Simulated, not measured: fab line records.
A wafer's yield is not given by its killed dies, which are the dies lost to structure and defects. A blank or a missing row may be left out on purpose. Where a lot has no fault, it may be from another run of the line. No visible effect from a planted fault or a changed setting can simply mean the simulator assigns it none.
Matching of chambers / flow nand_harc / NHARC_A_CONTACT_ETCH_48 on rie_diel-12 has 4 sister chambers
The step etches the open film in CF4, target depth 39 nm, time 65 s. 4 wafers are shown with their chamber, then 11 later ones without.

EACH WAFER AND ITS CHAMBER
wafer=L089.1; chamber=0; drypump_motor_current_A (A)=5.5
wafer=L092.3; chamber=3; drypump_motor_current_A (A)=6.2
wafer=L092.6; chamber=1; drypump_motor_current_A (A)=4.7
wafer=L091.2; chamber=2; drypump_motor_current_A (A)=5.2

WAFERS WHOSE CHAMBER IS MISSING
wafer=L091.3; drypump_motor_current_A (A)=5.5
wafer=L091.4; drypump_motor_current_A (A)=6.2
wafer=L093.1; drypump_motor_current_A (A)=5.5
wafer=L093.3; drypump_motor_current_A (A)=5.1
wafer=L093.6; drypump_motor_current_A (A)=5.2
wafer=L095.1; drypump_motor_current_A (A)=4.7
wafer=L095.2; drypump_motor_current_A (A)=5.5
wafer=L095.4; drypump_motor_current_A (A)=6.2
wafer=L096.1; drypump_motor_current_A (A)=5.2
wafer=L096.3; drypump_motor_current_A (A)=5.5
wafer=L096.5; drypump_motor_current_A (A)=4.7

WHICH CHAMBER EACH ONE RAN IN
wafer=L091.3; from the rows above=0; in truth=0
wafer=L091.4; from the rows above=3; in truth=3
wafer=L093.1; from the rows above=0; in truth=0
wafer=L093.3; from the rows above=2; in truth=2
wafer=L093.6; from the rows above=2; in truth=2
wafer=L095.1; from the rows above=1; in truth=1
wafer=L095.2; from the rows above=0; in truth=0
wafer=L095.4; from the rows above=3; in truth=3
wafer=L096.1; from the rows above=2; in truth=2
wafer=L096.3; from the rows above=0; in truth=0
wafer=L096.5; from the rows above=1; in truth=1
Correctly placed: 11 of 11. Left unplaced by these rows: 0. 0 placed wrongly.
How it was worked out, from the rows above alone: a wafer's distance from a chamber is the root of the sum, over the readings, of the square of ((its reading less the chamber's mean) divided by the reading's scatter). If the next closest chamber is less than 2 further off than the closest, the wafer can't be placed; otherwise it belongs to the closest. Each chamber's mean is taken over the wafers shown for it. The scatter (one wafer shown for each chamber): square how far every hidden wafer sits from the nearest shown wafer, average those squares and take the square root.
